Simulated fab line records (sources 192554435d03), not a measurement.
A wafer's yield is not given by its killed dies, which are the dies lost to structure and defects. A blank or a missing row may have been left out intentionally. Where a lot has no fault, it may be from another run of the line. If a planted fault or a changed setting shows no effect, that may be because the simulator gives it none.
Matching of chambers || flow n5Finfet || rieDiel-03 running N5_BEOL_M8_STRIP_19: 4 sister chambers
The step strips in O2. 8 wafers are shown with their chamber, then 12 later ones without.

## WAFERS, EACH WITH ITS CHAMBER
{"wafer": "L081.4", "chamber": 0, "showerheadPlenumPTorr (Torr)": 2.22, "throttleValvePct (%)": 16.26}
{"wafer": "L081.6", "chamber": 3, "showerheadPlenumPTorr (Torr)": 2.09, "throttleValvePct (%)": 16.70}
{"wafer": "L080.1", "chamber": 1, "showerheadPlenumPTorr (Torr)": 2.20, "throttleValvePct (%)": 16.64}
{"wafer": "L080.3", "chamber": 0, "showerheadPlenumPTorr (Torr)": 2.22, "throttleValvePct (%)": 16.27}
{"wafer": "L080.4", "chamber": 2, "showerheadPlenumPTorr (Torr)": 2.26, "throttleValvePct (%)": 16.64}
{"wafer": "L085.2", "chamber": 2, "showerheadPlenumPTorr (Torr)": 2.26, "throttleValvePct (%)": 16.65}
{"wafer": "L085.4", "chamber": 1, "showerheadPlenumPTorr (Torr)": 2.20, "throttleValvePct (%)": 16.66}
{"wafer": "L085.6", "chamber": 3, "showerheadPlenumPTorr (Torr)": 2.08, "throttleValvePct (%)": 16.68}

## WAFERS WITHOUT THEIR CHAMBER
{"wafer": "L083.1", "showerheadPlenumPTorr (Torr)": 2.20, "throttleValvePct (%)": 16.69}
{"wafer": "L083.2", "showerheadPlenumPTorr (Torr)": 2.08, "throttleValvePct (%)": 16.69}
{"wafer": "L083.5", "showerheadPlenumPTorr (Torr)": 2.26, "throttleValvePct (%)": 16.66}
{"wafer": "L084.2", "showerheadPlenumPTorr (Torr)": 2.26, "throttleValvePct (%)": 16.67}
{"wafer": "L084.4", "showerheadPlenumPTorr (Torr)": 2.19, "throttleValvePct (%)": 16.68}
{"wafer": "L084.5", "showerheadPlenumPTorr (Torr)": 2.20, "throttleValvePct (%)": 16.69}
{"wafer": "L088.1", "showerheadPlenumPTorr (Torr)": 2.19, "throttleValvePct (%)": 16.72}
{"wafer": "L088.2", "showerheadPlenumPTorr (Torr)": 2.08, "throttleValvePct (%)": 16.72}
{"wafer": "L088.5", "showerheadPlenumPTorr (Torr)": 2.19, "throttleValvePct (%)": 16.71}
{"wafer": "L097.1", "showerheadPlenumPTorr (Torr)": 2.21, "throttleValvePct (%)": 16.33}
{"wafer": "L097.3", "showerheadPlenumPTorr (Torr)": 2.25, "throttleValvePct (%)": 16.72}
{"wafer": "L097.6", "showerheadPlenumPTorr (Torr)": 2.18, "throttleValvePct (%)": 16.72}

## WHICH CHAMBER EACH WENT THROUGH
{"wafer": "L083.1", "from the rows above": 1, "in truth": 1}
{"wafer": "L083.2", "from the rows above": 3, "in truth": 3}
{"wafer": "L083.5", "from the rows above": 2, "in truth": 2}
{"wafer": "L084.2", "from the rows above": 2, "in truth": 2}
{"wafer": "L084.4", "from the rows above": 1, "in truth": 1}
{"wafer": "L084.5", "from the rows above": 1, "in truth": 1}
{"wafer": "L088.1", "from the rows above": 1, "in truth": 1}
{"wafer": "L088.2", "from the rows above": 3, "in truth": 3}
{"wafer": "L088.5", "from the rows above": 1, "in truth": 1}
{"wafer": "L097.1", "from the rows above": 0, "in truth": 0}
{"wafer": "L097.3", "from the rows above": 2, "in truth": 2}
{"wafer": "L097.6", "from the rows above": 1, "in truth": 1}
12 of 12 placed correctly. Left unplaced by these rows: 0. Placed wrongly: 0.
How it was worked out, from the rows above alone: a wafer's distance from a chamber is the root of the sum, over the readings, of the square of ((its reading less the chamber's mean) divided by the reading's scatter). The wafer belongs to the nearest chamber; if the next one is less than 2 further off, it can't be placed. For every chamber, the mean is computed from those of its wafers that are shown. The scatter: take each reading less its chamber's mean, square it, sum over the shown wafers, divide by the number of wafers less the number of chambers, and take the root.
